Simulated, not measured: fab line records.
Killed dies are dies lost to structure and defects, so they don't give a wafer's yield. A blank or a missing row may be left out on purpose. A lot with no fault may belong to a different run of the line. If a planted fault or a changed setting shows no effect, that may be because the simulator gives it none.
Which tool did it?    flow nand_harc    14 lots with 42 wafers sampled at 5 steps, on a route of 1302 steps

== WHAT THE GAUGES SHOWED, per wafer ==
NHARC_A_ONON_D1_THK_MEAS_14: measures by ellipsometry. Usual: 997 nm for thk_nm, sd 8.
lot   measured      on             thk_nm (nm)     flag
L785  day 8 02:53   film_metro-01  988 990 988     
L786  day 8 08:56   film_metro-01  990 989 989     
L789  day 9 04:31   film_metro-02  1001 1001 1000  
L795  day 12 00:58  film_metro-01  979 978 980     
L796  day 12 14:05  film_metro-01  1007 1006 1007  
L800  day 13 20:10  film_metro-01  993 991 992     
L799  day 13 19:58  film_metro-01  997 996 996     
L801  day 14 09:43  film_metro-01  993 990 990     
L802  day 14 19:17  film_metro-02  1005 1007 1008  
L803  day 15 04:19  film_metro-01  1001 1002 1002  
L804  day 15 14:23  film_metro-01  995 996 996     
L805  day 16 11:39  film_metro-01  1009 1007 1007  
L806  day 16 11:39  film_metro-02  1009 1011 1009  
L807  day 16 23:16  film_metro-01  1006 1003 1004  

NHARC_A_ONON_D1_THK_MEAS_30: measures by ellipsometry. Usual: 998 nm for thk_nm, sd 13.
lot   measured      on             thk_nm (nm)     flag
L785  day 8 13:14   film_metro-01  1003 1004 1002  
L786  day 8 22:28   film_metro-02  1019 1019 1019  
L789  day 9 17:56   film_metro-02  982 983 982     
L795  day 12 12:14  film_metro-02  1055 1058 1058  OFF
L796  day 13 00:58  film_metro-01  1052 1052 1052  OFF
L800  day 14 06:32  film_metro-02  1010 1010 1010  
L799  day 14 06:11  film_metro-02  1000 1002 1002  
L801  day 14 19:47  film_metro-02  999 997 996     
L802  day 15 06:48  film_metro-02  1018 1018 1016  
L803  day 15 14:26  film_metro-02  1000 998 1000   
L804  day 16 00:34  film_metro-02  986 985 986     
L805  day 17 01:01  film_metro-01  1008 1007 1008  
L806  day 17 01:02  film_metro-01  997 995 997     
L807  day 17 09:43  film_metro-01  982 982 983     

NHARC_A_ONON_D1_INSPECT_32. Usual: 67 for raw_defect_count, sd 23.
lot   measured      on                 raw_defect_count  flag
L785  day 8 13:47   defect_inspect-01  63 50 81          
L786  day 8 23:04   defect_inspect-02  145 130 138       OFF
L789  day 9 18:28   defect_inspect-01  82 76 54          
L795  day 12 12:47  defect_inspect-01  63 74 65          
L796  day 13 01:30  defect_inspect-02  36 61 43          
L800  day 14 07:08  defect_inspect-02  70 77 66          
L799  day 14 06:43  defect_inspect-02  48 68 64          
L801  day 14 20:19  defect_inspect-02  64 51 57          
L802  day 15 07:20  defect_inspect-02  84 48 40          
L803  day 15 14:58  defect_inspect-02  132 74 64         
L804  day 16 01:06  defect_inspect-01  63 55 43          
L805  day 17 01:32  defect_inspect-02  75 79 73          
L806  day 17 01:35  defect_inspect-01  82 90 58          
L807  day 17 10:16  defect_inspect-02  64 65 36          

== WHICH TOOL RAN EACH LOT (tool, then ch and the chambers of the sampled wafers, then the start) ==
lot   NHARC_A_ZERO_WELL_ETCH_13         NHARC_A_ONON_D1_DEP_28
L785  rie_si-02 ch 0,2,3, day 7 02:32   pecvd_onon-02 ch 0, day 8 12:43
L786  rie_si-01 ch 0,1,3, day 7 09:03   pecvd_onon-03 ch 0, day 8 22:01
L789  rie_si-06 ch 2,3, day 8 04:59     pecvd_onon-03 ch 0, day 9 17:25
L795  rie_si-01 ch 1,2,3, day 10 22:44  pecvd_onon-02 ch 0, day 12 11:47
L796  rie_si-02 ch 1,2, day 11 14:07    pecvd_onon-02 ch 0, day 13 00:26
L800  rie_si-06 ch 0,1,2, day 12 18:04  pecvd_onon-03 ch 0, day 14 06:08
L799  rie_si-01 ch 1,2,3, day 12 18:35  pecvd_onon-03 ch 0, day 14 05:40
L801  rie_si-02 ch 1,2, day 13 09:58    pecvd_onon-03 ch 0, day 14 19:16
L802  rie_si-02 ch 0,1,3, day 13 16:52  pecvd_onon-04 ch 0, day 15 06:17
L803  rie_si-01 ch 0,1,3, day 14 04:25  pecvd_onon-02 ch 0, day 15 13:56
L804  rie_si-06 ch 0,1,2, day 14 14:01  pecvd_onon-03 ch 0, day 16 00:07
L805  rie_si-06 ch 0,1,3, day 15 03:41  pecvd_onon-04 ch 0, day 17 00:37
L806  rie_si-06 ch 0,1,2, day 15 11:12  pecvd_onon-02 ch 0, day 17 00:31
L807  rie_si-06 ch 0,1,2, day 15 21:25  pecvd_onon-03 ch 0, day 17 09:23
- NHARC_A_ZERO_WELL_ETCH_13: etches the open film in HBr/Cl2, target depth 120 nm, time 40.1 s.
- NHARC_A_ONON_D1_DEP_28: target thk 1000 nm.

== WHAT THE TOOLS THEMSELVES READ (means of the sampled wafers that have a number; where no wafer has one, the mark that the record gives instead) ==
NHARC_A_ZERO_WELL_ETCH_13. Usual: drypump_motor_current_A 5.9 A, standard deviation 0.47; oes_product_au 1.000 a.u., standard deviation 0.0067; throttle_valve_pct 26.405 %, standard deviation 0.0083.
lot   tool       drypump_motor_current_A (A)  oes_product_au (a.u.)  throttle_valve_pct (%)  flag
L785  rie_si-02  6.2                          0.999                  26.402                  
L786  rie_si-01  6.2                          0.996                  26.404                  
L789  rie_si-06  6.1                          1.006                  26.407                  
L795  rie_si-01  6.1                          0.996                  26.405                  
L796  rie_si-02  5.8                          0.999                  26.393                  
L800  rie_si-06  5.7                          0.994                  26.404                  
L799  rie_si-01  6.1                          0.999                  26.409                  
L801  rie_si-02  5.3                          1.005                  26.416                  
L802  rie_si-02  5.7                          1.004                  26.413                  
L803  rie_si-01  6.2                          0.998                  26.404                  
L804  rie_si-06  5.8                          1.001                  26.398                  
L805  rie_si-06  5.8                          0.997                  26.403                  
L806  rie_si-06  5.8                          1.002                  26.397                  
L807  rie_si-06  5.8                          1.004                  26.410                  

NHARC_A_ONON_D1_DEP_28. Usual: 2749 sccm for n2_flow_sccm, sd 7.3.
lot   tool           n2_flow_sccm (sccm)  flag
L785  pecvd_onon-02  2741                 
L786  pecvd_onon-03  2753                 
L789  pecvd_onon-03  2752                 
L795  pecvd_onon-02  2752                 
L796  pecvd_onon-02  2743                 
L800  pecvd_onon-03  2748                 
L799  pecvd_onon-03  2750                 
L801  pecvd_onon-03  2748                 
L802  pecvd_onon-04  2745                 
L803  pecvd_onon-02  2753                 
L804  pecvd_onon-03  2739                 
L805  pecvd_onon-04  2745                 
L806  pecvd_onon-02  2748                 
L807  pecvd_onon-03  2745                 

== THE ANSWER, worked out from the rows above alone ==
Rule: lot off if the mean of its wafers having a number is beyond 3 standard deviations from the usual mean. Also off: a lot with no number at a reading for which 4 or more lots have one. Any other lot the step has rows for is counted as sound. After the gauges, taken in route order, come the tools' own readings; for these a lot's mean is taken, as printed above. At the first step where some lot is off, the reading lying furthest off is the one used; lots without a number count as furthest.
Off: L795, L796, at NHARC_A_ONON_D1_THK_MEAS_30 (thk_nm).
A tool fits if, at a process step before that reading, it ran every lot that is off, and no sound lot after the first of them. Gauges at NHARC_A_ONON_D1_THK_MEAS_30: tried the same way as those tools. No candidate that was tried fits.

== WHAT HAD BEEN PUT IN BY THE SIMULATOR ==
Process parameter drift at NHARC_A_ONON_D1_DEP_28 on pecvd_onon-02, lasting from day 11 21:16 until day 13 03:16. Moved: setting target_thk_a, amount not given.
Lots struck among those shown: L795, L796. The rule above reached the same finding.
